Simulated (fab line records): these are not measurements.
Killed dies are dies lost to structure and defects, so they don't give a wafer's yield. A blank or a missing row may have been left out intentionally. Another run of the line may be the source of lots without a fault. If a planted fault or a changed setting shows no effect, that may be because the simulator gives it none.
Struck lot and sound lot, side by side + flow n5-finfet + 15 steps out of a route of 1938
Sound: these wafers, L902.2, L902.3, L902.5. The struck wafers were L909.1, L909.4, L909.5. Last of all comes the cause.
For every step that has rows: the tool of each side, followed by ch and its chambers, followed by its first start. Under that, the readings that differ: sound wafers + struck wafers + difference of the means + sigmas: that difference in standard deviations of wafers without a fault.
alike: same words and numbers on both sides, and readings whose means sit less than 2 such deviations apart. not compared: any withheld reading, any reading some wafer has no value for, any bound like >300 that may hide the same value, and any number with overlapping values for which the record gives no deviation.
The two part at a step that has a row with sigmas, a row that says differs or no value, or rows on one side only. When numbers do not overlap yet have no deviation, they are printed without sigmas and do not part them. Lack of a reading on every wafer of one side parts them only where that side has two or more wafers.

first, 2 steps without rows for these wafers: N5_BEOL_M11_VIA_ETCH_34 (etches SiCOH lowk in C4F6/O2, target depth 184.5 nm, time 69.2 s); N5_BEOL_M11_STRIP_73 (strips in C4F6/O2).
N5_BEOL_M11_STRIP_36: strips in N2/H2.
  sound on rie-diel-03 ch 1,2,3, day 12 08:08; struck on rie-diel-03 ch 0,1,3, day 14 08:05
  alike: drypump-motor-current-A, oes-product-au, rf-vpp-V, showerhead-plenum-p-Torr, throttle-valve-pct
  not compared: rf-hours-counter-h
N5_BEOL_M11_TRENCH_ETCH_37: etches SiCOH lowk in C4F6/O2, target depth 148.83 nm, time 48 s.
  sound on rie-diel-03 ch 1,2,3; struck on rie-diel-03 ch 0,1,3
  alike: bias-w, drypump-motor-current-A, oes_ar_750_au, oes-product-au, rf-vpp-V, showerhead-plenum-p-Torr, throttle-valve-pct
  not compared: rf-hours-counter-h
N5_BEOL_M11_ETCH_41: etches SiCN in CH3F/O2, target depth 42.6 nm, time 86 s.
  sound on rie-diel-03 ch 1,2,3; struck on rie-diel-03 ch 0,1,3
  alike: bias-w, drypump-motor-current-A, oes-product-au, rf-vpp-V, showerhead-plenum-p-Torr, throttle-valve-pct
  not compared: rf-hours-counter-h
N5_BEOL_M11_STRIP_77: strips in N2/H2, time 10 s.
  sound on rie-diel-03 ch 1,2,3; struck on rie-diel-03 ch 0,1,3
  alike: drypump-motor-current-A, oes-product-au, rf-vpp-V, showerhead-plenum-p-Torr, throttle-valve-pct
  not compared: rf-hours-counter-h
N5_BEOL_M11_OCD_MEAS_38:
  sound: ocd-02 at day 12 08:21; struck: ocd-01 at day 14 08:19
  alike: trench-depth-nm
then, 4 steps without rows for these wafers: N5_BEOL_M11_HM_STRIP_39 (strips TiN in peroxide tin strip, target depth 25 nm, time 158 s); N5_BEOL_M11_SRD_40 (time 30 s); N5_BEOL_M11_PRECLEAN_42 (cleans in residue remover, time 60 s); N5_BEOL_M11_SRD_43 (time 30 s).
N5_BEOL_M11_CD_MEAS_35 targets a cd of 70 nm.
  sound: cd-sem-02 at day 12 08:31; struck: cd-sem-02 at day 14 08:28
  alike: cd-nm
N5_BEOL_M11_CURE_72: cures SiCOH lowk, time 120 s.
  sound on uv-cure-02 ch 0, day 12 08:52; struck on uv-cure-03 ch 0, day 14 08:30
  no value came back on the struck wafers for lamp-power-pct (%), run-length-s (s), wafer_temp_C_max; on the sound wafers lamp-power-pct (%) reads 52.33 52.37 52.35
N5_BEOL_M11_DEGAS_44: time 60 s.
  sound: pvd-sputter-01 at day 12 09:31; struck: pvd-sputter-03 at day 14 09:04
  alike: heater-power-w
N5_PASSIVATION_PROBE_49:
  sound: prober-02 at day 14 04:56; struck: prober-02 at day 16 01:47
| reading         | sound | struck | difference | sigmas |
|-----------------|-------|--------|------------|--------|
| killed-at-other | 7 9 9 | 1 3 3  | -6         | -2     |
  alike: defect-limited-yield, killed_at_M0_to_M3, killed_at_M4_up, killed-at-contacts, killed-at-front-end, killed-dies, killed-open, killed-short, sort_bin_5_function, sort_bin_6_memory, sort-n-pass, sort-yield-pct

WHERE THEY PART
Earliest at N5_BEOL_M11_CURE_72; latest, in this record, at N5_PASSIVATION_PROBE_49.

WHY: what had been put in by the simulator
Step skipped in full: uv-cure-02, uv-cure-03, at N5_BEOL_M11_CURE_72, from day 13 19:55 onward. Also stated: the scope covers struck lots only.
